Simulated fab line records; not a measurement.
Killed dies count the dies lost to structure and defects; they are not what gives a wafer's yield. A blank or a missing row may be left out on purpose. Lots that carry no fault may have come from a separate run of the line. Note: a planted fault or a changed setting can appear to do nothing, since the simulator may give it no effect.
What tool caused it? / flow nand harc / Sampling: 11 lots, 33 wafers, 5 of 1302 route steps

WHAT THE GAUGES SHOWED, per wafer
NHARC_END_SORT_01.
lot=L607; measured=day 28 06:58; on=prober-02; defect limited yield (%)=90.5 91.7 90.1

EACH LOT AND THE TOOL THAT RAN IT (in order: tool; ch and the chambers of the sampled wafers; start)
lot=L598; NHARC_P_M0_STRIP_18=rie diel-09 ch 1,2,3, day 6 14:42; NHARC_P_M0_DEGAS_28=pvd sputter-02, day 6 15:14; NHARC_P_M0_ANNEAL_30=rtp anneal-01 ch 0, day 6 15:59; NHARC_P_M1_SOFTBAKE_04=litho track-01 ch 0, day 6 17:00
lot=L599; NHARC_P_M0_STRIP_18=rie diel-08 ch 0,3, day 6 19:21; NHARC_P_M0_DEGAS_28=pvd sputter-02, day 6 19:53; NHARC_P_M0_ANNEAL_30=rtp anneal-02 ch 0, day 6 20:36; NHARC_P_M1_SOFTBAKE_04=litho track-06 ch 0, day 6 22:00
lot=L600; NHARC_P_M0_STRIP_18=rie diel-08 ch 0,2,3, day 7 06:46; NHARC_P_M0_DEGAS_28=pvd sputter-02, day 7 07:17; NHARC_P_M0_ANNEAL_30=rtp anneal-02 ch 0, day 7 08:02; NHARC_P_M1_SOFTBAKE_04=litho track-06 ch 0, day 7 09:00
lot=L601; NHARC_P_M0_STRIP_18=rie diel-08 ch 0,2, day 8 03:08; NHARC_P_M0_DEGAS_28=pvd sputter-01, day 8 03:40; NHARC_P_M0_ANNEAL_30=rtp anneal-01 ch 0, day 8 04:23; NHARC_P_M1_SOFTBAKE_04=litho track-04 ch 0, day 8 06:00
lot=L606; NHARC_P_M0_STRIP_18=rie diel-09 ch 1,2, day 9 21:32; NHARC_P_M0_DEGAS_28=pvd sputter-01, day 9 22:05; NHARC_P_M0_ANNEAL_30=rtp anneal-01 ch 0, day 9 22:54; NHARC_P_M1_SOFTBAKE_04=litho track-06 ch 0, day 10 00:00
lot=L607; NHARC_P_M0_STRIP_18=rie diel-08 ch 0,2,3, day 10 05:35; NHARC_P_M0_DEGAS_28=pvd sputter-01, day 10 06:08; NHARC_P_M0_ANNEAL_30=rtp anneal-01 ch 0, day 10 06:54; NHARC_P_M1_SOFTBAKE_04=litho track-06 ch 0, day 10 08:00
lot=L608; NHARC_P_M0_STRIP_18=rie diel-08 ch 0,1, day 10 17:29; NHARC_P_M0_DEGAS_28=pvd sputter-02, day 10 18:01; NHARC_P_M0_ANNEAL_30=rtp anneal-02 ch 0, day 10 18:53; NHARC_P_M1_SOFTBAKE_04=litho track-04 ch 0, day 10 20:00
lot=L609; NHARC_P_M0_STRIP_18=rie diel-09 ch 1,2,3, day 11 00:17; NHARC_P_M0_DEGAS_28=pvd sputter-02, day 11 00:49; NHARC_P_M0_ANNEAL_30=rtp anneal-02 ch 0, day 11 01:33; NHARC_P_M1_SOFTBAKE_04=litho track-04 ch 0, day 11 03:00
lot=L612; NHARC_P_M0_STRIP_18=rie diel-13 ch 1,2,3, day 12 00:36; NHARC_P_M0_DEGAS_28=pvd sputter-03, day 12 01:04; NHARC_P_M0_ANNEAL_30=rtp anneal-02 ch 0, day 12 01:56; NHARC_P_M1_SOFTBAKE_04=litho track-04 ch 0, day 12 03:00
lot=L617; NHARC_P_M0_STRIP_18=rie diel-08 ch 0,1,2, day 14 16:35; NHARC_P_M0_DEGAS_28=pvd sputter-01, day 14 17:07; NHARC_P_M0_ANNEAL_30=rtp anneal-02 ch 0, day 14 17:53; NHARC_P_M1_SOFTBAKE_04=litho track-06 ch 0, day 14 19:00
lot=L619; NHARC_P_M0_STRIP_18=rie diel-09 ch 1,3, day 15 09:00; NHARC_P_M0_DEGAS_28=pvd sputter-02, day 15 09:32; NHARC_P_M0_ANNEAL_30=rtp anneal-02 ch 0, day 15 10:16; NHARC_P_M1_SOFTBAKE_04=litho track-06 ch 0, day 15 12:00
- NHARC_P_M0_STRIP_18: strips in N2/H2.
- NHARC_P_M0_DEGAS_28: time 60 s.
- NHARC_P_M0_ANNEAL_30: time 90 s.
- NHARC_P_M1_SOFTBAKE_04: time 55 s.

THE ANSWER, worked out from the rows above alone
Rule: the usual values come from the lots themselves. Put in order of their means at a reading, lots are off if they are a third of the lots or fewer, leave a main group of 4 or more, and stand apart from it by a gap of 3 or more times the standard deviation of the main group's means; of several such gaps the widest counts. The tables above print the reading to a certain number of digits; a main group whose means all agree to those digits is not used. A lot without any number at a reading at which 4 lots or more have one is off too. Any other lot the step has rows for is counted as sound.
Nothing can be told from this: no lot is off at any reading shown.

WHAT WAS PUT IN BY THE SIMULATOR
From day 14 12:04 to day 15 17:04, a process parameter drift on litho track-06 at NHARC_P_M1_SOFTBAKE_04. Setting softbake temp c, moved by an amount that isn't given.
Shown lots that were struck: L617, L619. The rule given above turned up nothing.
